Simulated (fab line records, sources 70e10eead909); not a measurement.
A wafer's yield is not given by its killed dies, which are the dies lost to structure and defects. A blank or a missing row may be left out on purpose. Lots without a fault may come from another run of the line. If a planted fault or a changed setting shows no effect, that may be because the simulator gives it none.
Which of the tools did it? :: flow nandHarc :: Sampling: 14 lots, 42 wafers, 5 of 1159 route steps

## WHAT EACH GAUGE READ, for each wafer
NHARC_P_M0_INSPECT_11.
lot: L423
measured: day 5 20:15
on: defectInspect-02
rawDefectCount: 2 3 3

lot: L424
measured: day 6 01:02
on: defectInspect-02
rawDefectCount: 1 2 1

lot: L426
measured: day 6 13:53
on: defectInspect-02
rawDefectCount: 3 11 1

lot: L425
measured: day 6 16:43
on: defectInspect-02
rawDefectCount: 7 1 3

lot: L428
measured: day 7 06:46
on: defectInspect-01
rawDefectCount: 1 3 4

lot: L429
measured: day 7 11:41
on: defectInspect-02
rawDefectCount: 2 1 5

lot: L430
measured: day 7 11:21
on: defectInspect-02
rawDefectCount: 2 4 3

lot: L431
measured: day 8 01:11
on: defectInspect-01
rawDefectCount: 8 3 4

lot: L433
measured: day 8 05:53
on: defectInspect-01
rawDefectCount: 1 2 9

lot: L440
measured: day 10 01:58
on: defectInspect-02
rawDefectCount: 4 3 1

lot: L441
measured: day 10 02:37
on: defectInspect-02
rawDefectCount: 4 6 10

lot: L443
measured: day 11 00:08
on: defectInspect-02
rawDefectCount: 5 2 6

lot: L442
measured: day 11 00:25
on: defectInspect-02
rawDefectCount: 4 3 3

lot: L445
measured: day 11 04:18
on: defectInspect-02
rawDefectCount: 4 5 2

NHARC_END_SORT_01.
lot: L429
measured: day 22 00:25
on: prober-01
defectLimitedYield (%): 0 0 0
killedAtArray: 24 26 25
killedAtOther: 3 1 0
killedAtPeriphery: 650 650 652
killedDies: 677 677 677
killedOpen: 4 2 2
killedShort: 2 3 2
sort_bin_2_pct (%): 96.9 97.3 97.3
sort_bin_3_pct (%): 0.44 0.15 0.15
sort_bin_4_pct (%): 2.7 2.5 2.5
sortNPass: 0 0 0
sortRimYieldPct (%): 0 0 0
sortYieldPct (%): 0 0 0

lot: L431
measured: day 21 16:46
on: prober-02
defectLimitedYield (%): 0 0 0
killedAtArray: 30 22 24
killedAtOther: 0 1 2
killedAtPeriphery: 647 654 651
killedDies: 677 677 677
killedOpen: 2 2 8
killedShort: 2 2 3
sort_bin_2_pct (%): 96.0 97.5 96.8
sort_bin_3_pct (%): 0.44 0.44 0.15
sort_bin_4_pct (%): 3.5 2.1 3.1
sortNPass: 0 0 0
sortRimYieldPct (%): 0 0 0
sortYieldPct (%): 0 0 0

## TOOL THAT RAN EACH LOT (tool first, then ch and the chambers of the sampled wafers, then the start)
lot: L423
NHARC_P_CONTACT_DEP_30: pecvd-04 ch 0,1, day 5 14:13
NHARC_P_CONTACT_DEGAS_38: pvdSputter-02, day 5 17:43
NHARC_P_M0_DEP_00: pecvd-02 ch 0,1, day 5 19:17

lot: L424
NHARC_P_CONTACT_DEP_30: pecvd-04 ch 0,2, day 5 15:02
NHARC_P_CONTACT_DEGAS_38: pvdSputter-01, day 5 18:19
NHARC_P_M0_DEP_00: pecvd-04 ch 1,2, day 6 00:14

lot: L426
NHARC_P_CONTACT_DEP_30: pecvd-02 ch 0,2, day 6 03:49
NHARC_P_CONTACT_DEGAS_38: pvdSputter-02, day 6 06:56
NHARC_P_M0_DEP_00: pecvd-04 ch 0,1,2, day 6 13:01

lot: L425
NHARC_P_CONTACT_DEP_30: pecvd-02 ch 1,2, day 6 10:53
NHARC_P_CONTACT_DEGAS_38: pvdSputter-02, day 6 14:13
NHARC_P_M0_DEP_00: pecvd-04 ch 0,1,2, day 6 15:52

lot: L428
NHARC_P_CONTACT_DEP_30: pecvd-02 ch 0,1, day 7 00:55
NHARC_P_CONTACT_DEGAS_38: pvdSputter-03, day 7 04:15
NHARC_P_M0_DEP_00: pecvd-01 ch 0,1,2, day 7 05:48

lot: L429
NHARC_P_CONTACT_DEP_30: pecvd-02 ch 0,1, day 7 05:10
NHARC_P_CONTACT_DEGAS_38: pvdSputter-02, day 7 08:31
NHARC_P_M0_DEP_00: pecvd-01 ch 0,2, day 7 10:19

lot: L430
NHARC_P_CONTACT_DEP_30: pecvd-03 ch 0,2, day 7 05:26
NHARC_P_CONTACT_DEGAS_38: pvdSputter-03, day 7 08:46
NHARC_P_M0_DEP_00: pecvd-04 ch 0,1, day 7 10:26

lot: L431
NHARC_P_CONTACT_DEP_30: pecvd-04 ch 0,1,2, day 7 11:55
NHARC_P_CONTACT_DEGAS_38: pvdSputter-02, day 7 15:07
NHARC_P_M0_DEP_00: pecvd-04 ch 0,1,2, day 7 23:34

lot: L433
NHARC_P_CONTACT_DEP_30: pecvd-02 ch 1,2, day 7 23:40
NHARC_P_CONTACT_DEGAS_38: pvdSputter-03, day 8 02:50
NHARC_P_M0_DEP_00: pecvd-01 ch 1,2, day 8 04:55

lot: L440
NHARC_P_CONTACT_DEP_30: pecvd-02 ch 0,2, day 9 18:56
NHARC_P_CONTACT_DEGAS_38: pvdSputter-03, day 9 22:22
NHARC_P_M0_DEP_00: pecvd-04 ch 0,1,2, day 10 01:08

lot: L441
NHARC_P_CONTACT_DEP_30: pecvd-04 ch 0,2, day 9 19:16
NHARC_P_CONTACT_DEGAS_38: pvdSputter-01, day 9 22:41
NHARC_P_M0_DEP_00: pecvd-01 ch 0,1, day 10 01:39

lot: L443
NHARC_P_CONTACT_DEP_30: pecvd-02 ch 0,2, day 10 13:13
NHARC_P_CONTACT_DEGAS_38: pvdSputter-03, day 10 16:34
NHARC_P_M0_DEP_00: pecvd-02 ch 0,1, day 10 23:18

lot: L442
NHARC_P_CONTACT_DEP_30: pecvd-03 ch 1,2, day 10 13:47
NHARC_P_CONTACT_DEGAS_38: pvdSputter-01, day 10 17:15
NHARC_P_M0_DEP_00: pecvd-04 ch 0,1,2, day 10 23:35

lot: L445
NHARC_P_CONTACT_DEP_30: pecvd-03 ch 1,2, day 10 22:25
NHARC_P_CONTACT_DEGAS_38: pvdSputter-02, day 11 01:44
NHARC_P_M0_DEP_00: pecvd-04 ch 0,1,2, day 11 03:31
- NHARC_P_CONTACT_DEP_30: deposits SiNx, target thk 30 nm.
- NHARC_P_CONTACT_DEGAS_38: time 60 s.
- NHARC_P_M0_DEP_00: deposits SiOC, target thk 150 nm.

## WHAT THE TOOLS THEMSELVES READ (means of the sampled wafers that have a number; where no wafer has one, the mark that the record gives instead)
NHARC_P_CONTACT_DEP_30.
lot: L423
tool: pecvd-04
heaterPowerW (W): 623

lot: L424
tool: pecvd-04
heaterPowerW (W): 606

lot: L426
tool: pecvd-02
heaterPowerW (W): 623

lot: L425
tool: pecvd-02
heaterPowerW (W): 682

lot: L428
tool: pecvd-02
heaterPowerW (W): 730

lot: L429
tool: pecvd-02
heaterPowerW (W): 702

lot: L430
tool: pecvd-03
heaterPowerW (W): 810

lot: L431
tool: pecvd-04
heaterPowerW (W): 645

lot: L433
tool: pecvd-02
heaterPowerW (W): 721

lot: L440
tool: pecvd-02
heaterPowerW (W): 660

lot: L441
tool: pecvd-04
heaterPowerW (W): 621

lot: L443
tool: pecvd-02
heaterPowerW (W): 618

lot: L442
tool: pecvd-03
heaterPowerW (W): 875

lot: L445
tool: pecvd-03
heaterPowerW (W): 792

NHARC_P_CONTACT_DEGAS_38.
lot: L423
tool: pvdSputter-02
heaterPowerW (W): 537

lot: L424
tool: pvdSputter-01
heaterPowerW (W): 451

lot: L426
tool: pvdSputter-02
heaterPowerW (W): 440

lot: L425
tool: pvdSputter-02
heaterPowerW (W): 527

lot: L428
tool: pvdSputter-03
heaterPowerW (W): 433

lot: L429
tool: pvdSputter-02
heaterPowerW (W): 532

lot: L430
tool: pvdSputter-03
heaterPowerW (W): 462

lot: L431
tool: pvdSputter-02
heaterPowerW (W): 540

lot: L433
tool: pvdSputter-03
heaterPowerW (W): 426

lot: L440
tool: pvdSputter-03
heaterPowerW (W): 399

lot: L441
tool: pvdSputter-01
heaterPowerW (W): 541

lot: L443
tool: pvdSputter-03
heaterPowerW (W): 401

lot: L442
tool: pvdSputter-01
heaterPowerW (W): 494

lot: L445
tool: pvdSputter-02
heaterPowerW (W): 538

## THE ANSWER, worked out from the rows above alone
Rule: what is usual is taken from the lots themselves. Put in order of their means at a reading, lots are off if they are a third of the lots or fewer, leave a main group of 4 or more, and stand apart from it by a gap of 3 or more times the standard deviation of the main group's means; of several such gaps the widest counts. If all means in a main group match to the digits the tables above print for the reading, that group is not used. Also off: a lot with no number at a reading for which 4 or more lots have one. All remaining lots with rows at the step are treated as sound. After the gauges, taken in route order, come the tools' own readings; for these a lot's mean is taken, as printed above. The first step at which some lot is off is used, and at that step the reading that is off furthest; a lot without a number counts as furthest.
None of the lots is off at any reading shown; this tells nothing.

## WHAT WAS PUT IN BY THE SIMULATOR
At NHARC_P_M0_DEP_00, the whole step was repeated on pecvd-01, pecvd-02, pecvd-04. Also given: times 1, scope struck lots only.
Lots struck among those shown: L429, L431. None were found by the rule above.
